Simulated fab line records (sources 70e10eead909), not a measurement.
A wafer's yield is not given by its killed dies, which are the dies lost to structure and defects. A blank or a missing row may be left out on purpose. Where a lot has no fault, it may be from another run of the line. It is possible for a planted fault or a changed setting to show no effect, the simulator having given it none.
fab line records	flow nand_harc
record: lots: 12	wafers: 36	last_day: 33
route steps=1302 shown A_SLIT@934 A_SIN_REMOVE@951 END@1302
lots with no fault: from the same line, run without faults
start_h: hours from the record's opening day to when the first of the lot's shown wafers began	wait_h: time in hours since the lot's previous step	" repeats the value in the row above	L1.1+2: a row that stands for several wafers	- no value present, or no start provided	* or withheld: withheld	< > ~ a bound
route shown NAME@n: NAME is a module with steps in the file, n the number in the route of the first one	usual: mean and standard deviation over wafers with no fault	same: alike in all rows	chamber/n: place in a boat	sites: readings site by site	_std_site: standard deviation across them	_edge_site: inner sites' mean taken away from outer sites' mean	radius_mm: how far each site lies from the wafer's centre	mask NAME#n: copy n	behind: tool/chamber where the wafer was last shaped	hold: reason for holding the lot/hours on hold/outcome of the hold	device: which transistor (n, p or np) failed to switch	end of line: the route-end tests of the same wafers	a step with no rows: only its recipe	killed: not the wafer's yield, but the dies lost to structure and defects at the first sort	map: the dies of a wafer, with x for killed, . for not killed, _ for no die there
set.NAME: the setting as run; set.NAME@STEP: as run at that earlier step	model.NAME: the simulator's own value behind a step, which no gauge read
the route's steps for a sample of lots (tables are steps, rows are wafers)
services: from which hour (start_h, from the record's first day; less than 0 if before it) a tool's chamber was out of use, for how many hours, and why
== steps ==
step: NHARC_A_SLIT_OVL_MEAS_10
usual: overlay_x_nm: 0.3/0.89	overlay_y_nm: 0.2/0.88
lot.wafer	tool	chamber	start_h	wait_h	overlay_x_nm	overlay_y_nm
L270.2	overlay-01	-	496.07	-	1.4	0.7
L270.3	"	-	"	"	0.9	0.2
L270.6	"	-	"	"	1.0	-0.1
L271.1	overlay-02	-	499.24	-	0.5	2.1
L271.4	"	-	"	"	0.9	1.6
L271.5	"	-	"	"	0.1	1.5
L272.1	overlay-01	-	505.55	-	0.4	1.0
L272.4	"	-	"	"	0.4	0.3
L272.6	"	-	"	"	0.7	1.0
L277.3	overlay-02	-	549.33	-	-0.4	1.0
L277.4	"	-	"	"	-0.3	0.7
L277.6	"	-	"	"	-0.2	0.4
L281.2	overlay-02	-	576.66	-	-0.5	-0.3
L281.3	"	-	"	"	-0.3	-0.6
L281.5	"	-	"	"	-0.1	-0.6
L282.2	overlay-01	-	577.30	-	0.9	-0.6
L282.3	"	-	"	"	0.7	-0.7
L282.4	"	-	"	"	0.6	-0.9
L280.2	overlay-01	-	581.12	-	1.0	1.8
L280.5	"	-	"	"	0.7	0.4
L280.6	"	-	"	"	1.0	1.3
L283.1	overlay-01	-	600.94	-	-0.4	0.4
L283.2	"	-	"	"	-0.7	0.9
L283.3	"	-	"	"	-0.7	1.0
L285.2	overlay-01	-	628.90	-	-0.5	-1.7
L285.4	"	-	"	"	-0.6	-1.5
L285.5	"	-	"	"	-0.5	-2.1
L286.1	overlay-02	-	629.22	-	2.1	-1.1
L286.2	"	-	"	"	2.4	-1.0
L286.4	"	-	"	"	1.6	-1.3
L288.2	overlay-02	-	661.34	-	0.6	0.5
L288.4	"	-	"	"	0.1	0.7
L288.5	"	-	"	"	0.4	0.6
L289.2	overlay-01	-	661.50	-	0.8	1.1
L289.4	"	-	"	"	0.7	0.6
L289.6	"	-	"	"	0.7	1.0
step: NHARC_A_SLIT_ETCH_17
recipe: bias_v: 900	source_w: withheld	pressure_mtorr: 20	ar_flow_sccm: 375	c4f8_flow_sccm: 83.3	o2_flow_sccm: 41.7	time_s: 4254.5	target_depth_a: 2.03e+05	chemistry: C4F8/O2/Ar
usual: drypump_motor_current_A: 6.1/0.32	showerhead_plenum_p_Torr: 3.71/0.17	throttle_valve_pct: 32.045/0.0083
lot.wafer	tool	chamber	start_h	wait_h	drypump_motor_current_A	rf_hours_counter_h	showerhead_plenum_p_Torr	throttle_valve_pct
L270.2	har_etch-02	0	498.02	-	6.5	58	3.86	32.048
L270.3	"	1	"	"	5.7	-	3.91	32.035
L270.6	"	1	499.85	-	5.7	-	3.91	32.048
L271.1	har_etch-02	1	501.25	-	5.7	61	3.91	32.028
L271.4	"	1	502.46	-	5.7	-	3.91	32.042
L271.5	"	0	504.28	-	6.5	-	3.86	32.049
L272.1	har_etch-01	1	510.17	-	5.8	284	3.63	32.031
L272.4	"	0	511.99	-	6.2	-	3.48	32.052
L272.6	"	0	513.21	-	6.2	-	3.49	32.046
L277.3	har_etch-02	1	551.88	-	5.7	-	3.89	32.041
L277.4	"	0	"	"	6.5	-	3.84	32.042
L277.6	"	1	"	"	5.7	-	3.89	32.055
L281.2	har_etch-01	0	578.62	-	6.2	322	3.47	32.032
L281.3	"	0	579.83	-	6.2	-	3.47	32.058
L281.5	"	0	581.04	-	6.2	-	3.47	32.050
L282.2	har_etch-01	1	582.44	-	5.9	326	3.61	32.027
L282.4	"	0	"	"	6.2	-	3.46	32.035
L282.3	"	1	"	"	5.8	-	3.61	32.054
L280.2	har_etch-02	1	582.47	-	5.7	111	3.88	32.052
L280.5	"	1	584.88	-	5.7	-	3.88	32.048
L280.6	"	0	"	"	6.6	-	3.83	32.047
L283.1	har_etch-02	0	602.30	-	6.5	122	3.83	32.049
L283.2	"	1	"	"	5.7	122	3.87	32.051
L283.3	"	1	604.13	-	5.7	-	3.87	32.065
L285.2	har_etch-01	0	630.26	-	6.2	353	3.45	32.042
L285.4	"	1	632.09	-	5.9	-	3.59	32.050
L285.5	"	1	633.31	-	5.9	-	3.59	32.047
L286.1	har_etch-02	1	630.90	-	5.7	138	3.86	32.045
L286.2	"	0	"	"	6.6	138	3.82	32.053
L286.4	"	0	632.72	-	6.5	-	3.82	32.065
L288.2	har_etch-01	0	663.30	-	6.2	372	3.44	32.033
L288.4	"	0	664.49	-	6.2	-	3.44	32.046
L288.5	"	1	"	"	5.9	-	3.58	32.041
L289.2	har_etch-02	1	666.22	-	5.7	157	3.85	32.046
L289.4	"	1	667.42	-	5.7	-	3.85	32.056
L289.6	"	0	"	"	6.5	-	3.81	32.034
step: NHARC_A_SLIT_ETCH_29
recipe: target_depth_a: 1000	overetch_a: 100	time_s: 55	ion_energy_ev: 100	cf4_flow_sccm: 80	o2_flow_sccm: 20	ar_flow_sccm: 0	rf_w: 300	bias_w: 100	chemistry: CF4/O2
usual: drypump_motor_current_A: 5.7/0.4	oes_product_au: 0.999/0.008	rf_vpp_V: 197.9/1.3	showerhead_plenum_p_Torr: 1.34/0.046	throttle_valve_pct: 13.398/0.0082
lot.wafer	tool	chamber	start_h	wait_h	drypump_motor_current_A	oes_product_au	rf_hours_counter_h	rf_vpp_V	showerhead_plenum_p_Torr	throttle_valve_pct
L270.2	rie_diel-06	1	501.95	0.1	6.1	1.000	1.6	196.8	1.35	13.391
L270.3	"	2	"	"	5.8	0.985	1.6	197.4	1.36	13.389
L270.6	"	0	"	"	4.7	0.993	-	196.1	1.30	13.391
L271.1	rie_diel-06	3	505.78	0.1	6.0	0.990	1.6	199.3	1.38	13.392
L271.4	"	0	"	"	4.7	0.987	1.6	197.6	1.30	13.408
L271.5	"	2	"	"	5.8	0.989	-	198.7	1.36	13.397
L272.4	rie_diel-04	1	514.70	0.1	6.2	0.993	8.8	197.1	1.31	13.403
L272.1	"	0	"	"	5.8	0.995	9.3	197.2	1.27	13.385
L272.6	"	1	"	"	6.2	1.004	-	195.4	1.31	13.379
L277.4	rie_diel-06	0	555.13	0.1	4.7	0.991	5.3	195.9	1.30	13.405
L277.3	"	3	"	"	6.0	0.990	5.0	198.1	1.38	13.404
L277.6	"	1	"	"	6.1	0.995	-	197.0	1.35	13.396
L281.3	rie_diel-08	0	582.53	0.1	5.9	0.999	1.3	199.2	1.41	13.402
L281.2	"	1	"	"	5.5	1.008	0.8	195.7	1.29	13.406
L281.5	"	1	"	"	5.5	1.008	-	197.5	1.29	13.392
L282.4	rie_diel-08	2	586.35	0.1	5.4	1.012	1.9	195.5	1.27	13.400
L282.3	"	3	"	"	6.1	1.006	2.5	197.2	1.34	13.403
L282.2	"	0	"	"	5.9	0.992	1.4	199.7	1.41	13.399
L280.2	rie_diel-04	1	586.98	0.1	6.2	1.000	3.0	198.3	1.31	13.405
L280.5	"	2	"	"	5.6	1.004	-	197.2	1.37	13.397
L280.6	"	3	"	"	5.1	0.998	-	199.6	1.39	13.393
L283.3	rie_diel-08	2	606.84	0.1	5.5	1.010	2.9	196.0	1.27	13.394
L283.1	"	3	"	"	6.1	1.010	4.0	197.3	1.34	13.399
L283.2	"	1	"	"	5.5	1.002	1.7	196.0	1.29	13.417
L285.2	rie_diel-06	2	634.83	0.1	5.8	0.996	9.7	198.1	1.36	13.381
L285.5	"	1	"	"	6.0	1.000	-	196.4	1.35	13.388
L285.4	"	2	"	"	5.8	0.993	-	197.8	1.36	13.386
L286.1	rie_diel-08	1	635.42	0.1	5.5	1.014	3.9	196.4	1.28	13.398
L286.4	"	3	"	"	6.1	0.995	5.7	198.8	1.34	13.387
L286.2	"	0	"	"	5.9	1.004	5.0	198.9	1.41	13.409
L288.4	rie_diel-04	1	667.17	0.1	6.2	0.982	6.4	196.6	1.31	13.403
L288.2	"	2	"	"	5.7	0.984	6.5	199.0	1.37	13.411
L288.5	"	2	"	"	5.6	0.990	-	198.8	1.37	13.402
L289.4	rie_diel-08	1	670.11	0.1	5.5	1.001	5.0	195.9	1.29	13.402
L289.2	"	0	"	"	5.8	1.000	6.4	199.7	1.41	13.393
L289.6	"	1	"	"	5.5	0.990	-	195.9	1.29	13.402
step: NHARC_A_SLIT_PRECLEAN_19
recipe: time_s: *	temp_c: 50	bath_age_min: 0	chemistry: SC1
usual: bath_guard_temp_C: 50.0/0.51
lot.wafer	tool	chamber	start_h	wait_h	bath_guard_temp_C
L270.2	wet_bench-06	7	502.35	-	49.4
L270.6	"	0	"	"	50.9
L270.3	"	2	"	"	50.0
L271.4	wet_bench-06	3	506.17	-	49.4
L271.1	"	5	"	"	50.7
L271.5	"	6	"	"	49.7
L272.4	wet_bench-06	2	515.11	-	49.9
L272.1	"	3	"	"	49.7
L272.6	"	4	"	"	49.3
L277.6	wet_bench-04	2	555.52	-	49.9
L277.4	"	4	"	"	50.3
L277.3	"	5	"	"	50.1
L281.2	wet_bench-06	3	582.93	-	49.5
L281.5	"	4	"	"	50.0
L281.3	"	7	"	"	49.7
L282.4	wet_bench-04	3	586.74	-	49.0
L282.3	"	5	"	"	50.4
L282.2	"	6	"	"	49.9
L280.2	wet_bench-06	0	587.36	-	51.2
L280.6	"	1	"	"	50.6
L280.5	"	3	"	"	49.1
L283.2	wet_bench-06	2	607.24	-	50.3
L283.1	"	3	"	"	49.9
L283.3	"	4	"	"	49.6
L285.5	wet_bench-06	1	635.29	-	50.4
L285.4	"	5	"	"	50.9
L285.2	"	6	"	"	50.1
L286.1	wet_bench-04	6	635.81	-	49.2
L286.2	"	2	"	"	50.1
L286.4	"	3	"	"	49.0
L288.4	wet_bench-06	6	667.57	-	50.0
L288.2	"	7	"	"	49.9
L288.5	"	0	"	"	50.8
L289.2	wet_bench-01	7	670.51	-	50.4
L289.6	"	1	"	"	50.5
L289.4	"	2	"	"	49.7
step: NHARC_A_SIN_REMOVE_INSPECT_04
usual: raw_defect_count: 374/84
lot.wafer	tool	chamber	start_h	wait_h	raw_defect_count
L270.2	defect_inspect-01	-	508.74	0.0	1707
L270.3	"	-	"	"	1797
L270.6	"	-	"	"	1753
L271.1	defect_inspect-02	-	513.31	0.0	1802
L271.4	"	-	"	"	1836
L271.5	"	-	"	"	1810
L272.1	defect_inspect-01	-	521.93	0.0	1813
L272.4	"	-	"	"	1847
L272.6	"	-	"	"	1822
L277.3	defect_inspect-02	-	562.35	0.0	407
L277.4	"	-	"	"	291
L277.6	"	-	"	"	470
L281.2	defect_inspect-02	-	589.76	0.0	382
L281.3	"	-	"	"	430
L281.5	"	-	"	"	356
L282.2	defect_inspect-02	-	593.56	0.0	400
L282.3	"	-	"	"	338
L282.4	"	-	"	"	336
L280.2	defect_inspect-01	-	593.57	0.0	291
L280.5	"	-	"	"	200
L280.6	"	-	"	"	297
L283.1	defect_inspect-01	-	614.12	0.0	306
L283.2	"	-	"	"	322
L283.3	"	-	"	"	369
L285.2	defect_inspect-02	-	642.07	0.0	376
L285.4	"	-	"	"	519
L285.5	"	-	"	"	347
L286.1	defect_inspect-02	-	642.07	0.0	424
L286.2	"	-	"	"	367
L286.4	"	-	"	"	274
L288.2	defect_inspect-02	-	674.29	0.0	314
L288.4	"	-	"	"	383
L288.5	"	-	"	"	316
L289.2	defect_inspect-01	-	677.29	0.0	264
L289.4	"	-	"	"	319
L289.6	"	-	"	"	288
step: NHARC_END_SORT_01
recipe: temp_c: 25
usual: killed_at_array: 56/21	killed_at_other: 1.2/1.6	killed_at_periphery: 3.7/2.5	killed_dies: 61/21	killed_open: 3.1/1.8	killed_short: 2.8/1.7
same: gross_dies: 677
lot.wafer	tool	chamber	start_h	wait_h	killed_at_array	killed_at_other	killed_at_periphery	killed_dies	killed_open	killed_short
L271.1	prober-01	0	600.85	2.5	167	1	1	169	5	1
L271.4	prober-01	0	603.23	3.4	139	2	2	143	2	3
L271.5	prober-01	0	604.03	3.7	143	4	1	148	1	2
L270.2	prober-02	0	609.21	2.8	125	0	4	129	6	3
L270.3	prober-02	0	610.01	3.1	72	0	3	75	3	3
L270.6	prober-02	0	612.40	4.0	129	1	7	137	6	2
L272.1	prober-01	0	620.27	2.5	170	1	6	177	3	7
L272.4	prober-01	0	622.70	3.4	120	1	5	126	5	2
L272.6	prober-01	0	624.32	4.0	146	1	5	152	4	1
killed by level:class
L271.1 A_SLIT:unspecified=103 A_CHANNEL_HOLE_D2:chamber_film_flake=35 A_CHANNEL_HOLE_D1:chamber_film_flake=16 A_CONTACT:chamber_film_flake=3 A_STAIRCASE:chamber_film_flake=2 A_SLIT:chamber_film_flake=2 P_GATE:geometric_particle:open=1 A_SOURCE_PLATE:geometric_particle:short=1
L271.4 A_SLIT:unspecified=96 A_CHANNEL_HOLE_D2:chamber_film_flake=21 A_CHANNEL_HOLE_D1:chamber_film_flake=11 A_SLIT:chamber_film_flake=2 THIN_TSV:chamber_film_flake=2 A_ONON_D1:geometric_particle:short=1 A_CHANNEL_HOLE_D1:geometric_particle:short=1 A_CHANNEL_FILL_D2:geometric_particle:short=1
L271.5 A_SLIT:unspecified=97 A_CHANNEL_HOLE_D2:chamber_film_flake=19 A_CHANNEL_HOLE_D1:chamber_film_flake=16 A_CONTACT:chamber_film_flake=4 THIN_TSV:chamber_film_flake=4 A_STAIRCASE:chamber_film_flake=2 A_DECK1_JOINT:geometric_particle:short=1 A_SGD_CUT:geometric_particle:short=1
L270.2 A_SLIT:unspecified=105 A_CHANNEL_HOLE_D2:chamber_film_flake=8 A_CONTACT:chamber_film_flake=3 A_CHANNEL_FILL_D2:geometric_particle:open=2 A_CHANNEL_HOLE_D1:chamber_film_flake=2 P_CONTACT:geometric_particle:open=1 P_M0:geometric_particle:short=1 P_M1:geometric_particle:open=1
L270.3 A_SLIT:unspecified=50 A_CHANNEL_HOLE_D2:chamber_film_flake=6 A_CONTACT:chamber_film_flake=5 A_STAIRCASE:chamber_film_flake=4 P_M0:geometric_particle:open=1 A_CHANNEL_FILL_D2:geometric_particle:short=1 A_CHANNEL_FILL_D2:geometric_particle:open=1 A_WL_FILL:geometric_particle:short=1
L270.6 A_SLIT:unspecified=102 A_CHANNEL_HOLE_D2:chamber_film_flake=9 A_STAIRCASE:chamber_film_flake=6 A_CONTACT:chamber_film_flake=3 P_CONTACT:geometric_particle:open=2 A_DECK1_JOINT:chamber_film_flake=2 P_GATE:geometric_particle:open=1 P_M0:geometric_particle:open=1
L272.1 A_SLIT:unspecified=101 A_SLIT:chamber_film_flake=23 A_CHANNEL_HOLE_D1:chamber_film_flake=21 A_CHANNEL_HOLE_D2:chamber_film_flake=7 A_WL_FILL:chamber_film_flake=4 A_CHANNEL_FILL_D1:geometric_particle:open=2 A_CHANNEL_HOLE_D2:geometric_particle:short=2 A_WL_FILL:geometric_particle:short=2
L272.4 A_SLIT:unspecified=46 A_CHANNEL_HOLE_D1:chamber_film_flake=29 A_SLIT:chamber_film_flake=21 A_CHANNEL_HOLE_D2:chamber_film_flake=12 A_CONTACT:chamber_film_flake=3 A_CHANNEL_FILL_D2:geometric_particle:open=2 P_M2:chamber_film_flake=2 A_WL_FILL:chamber_film_flake=2
L272.6 A_SLIT:unspecified=96 A_CHANNEL_HOLE_D1:chamber_film_flake=19 A_SLIT:chamber_film_flake=14 A_CHANNEL_HOLE_D2:chamber_film_flake=6 P_M2:chamber_film_flake=4 A_WL_FILL:chamber_film_flake=3 A_CONTACT:chamber_film_flake=3 A_M0:geometric_particle:open=2
== services ==
tool	chamber	start_h	hours	kind
rie_diel-08	2	478.28	7.9	repair
rie_diel-06	-	484.20	9.0	pm
rie_diel-06	-	500.69	0.4	repair
rie_diel-04	0	522.14	4.0	repair
rie_diel-04	-	532.06	9.0	pm
rie_diel-08	-	545.47	9.0	pm
wet_bench-06	-	546.22	8.0	pm
wet_bench-06	0	554.22	-	consumable_replace:bath
wet_bench-06	0	554.22	-	consumable_replace:filter
wet_bench-06	1	554.22	-	consumable_replace:bath
wet_bench-06	1	554.22	-	consumable_replace:filter
wet_bench-06	2	554.22	-	consumable_replace:bath
wet_bench-06	2	554.22	-	consumable_replace:filter
wet_bench-06	3	554.22	-	consumable_replace:bath
wet_bench-06	3	554.22	-	consumable_replace:filter
wet_bench-06	4	554.22	-	consumable_replace:bath
wet_bench-06	4	554.22	-	consumable_replace:filter
wet_bench-06	5	554.22	-	consumable_replace:bath
wet_bench-01	-	575.77	8.5	repair
wet_bench-04	-	588.12	8.0	pm
rie_diel-06	0	618.48	38.4	repair
wet_bench-01	-	629.60	8.0	pm
wet_bench-06	-	637.23	1.5	repair
rie_diel-06	-	661.20	9.0	pm
== key ==
first_sign: step: NHARC_A_SIN_REMOVE_INSPECT_04	reading: raw_defect_count	direction: up	sigmas: 17	usual: 374	struck: 1799
effect: step: NHARC_END_SORT_01	reading: killed_at_array	direction: up	sigmas: 3.7	usual: 56	struck: 135
more_kills_born_at: NHARC_A_SLIT_PRECLEAN_19@wet_bench-06: 796
met_at NHARC_A_SLIT_PRECLEAN_19
struck_lots L270,L271,L272
tester_left_out L270,L271,L272
not_acting_at NHARC_A_SLIT_OVL_MEAS_10,NHARC_A_SLIT_ETCH_17,NHARC_A_SLIT_ETCH_29
fault: kind: chamber_particle_source	tool: wet_bench-06	chamber: -	onset_h: 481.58	steps: NHARC_A_SLIT_PRECLEAN_19	rate_per_visit_cm2: 2.1437	end_h: 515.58
tester_left_out: of these lots the tester's yield and bins aren't shown, on N5 and GAA mostly nor the transistor test; their killed dies are dies lost to structure and defects alone, not to doping, threshold or leakage, so they don't give the yield
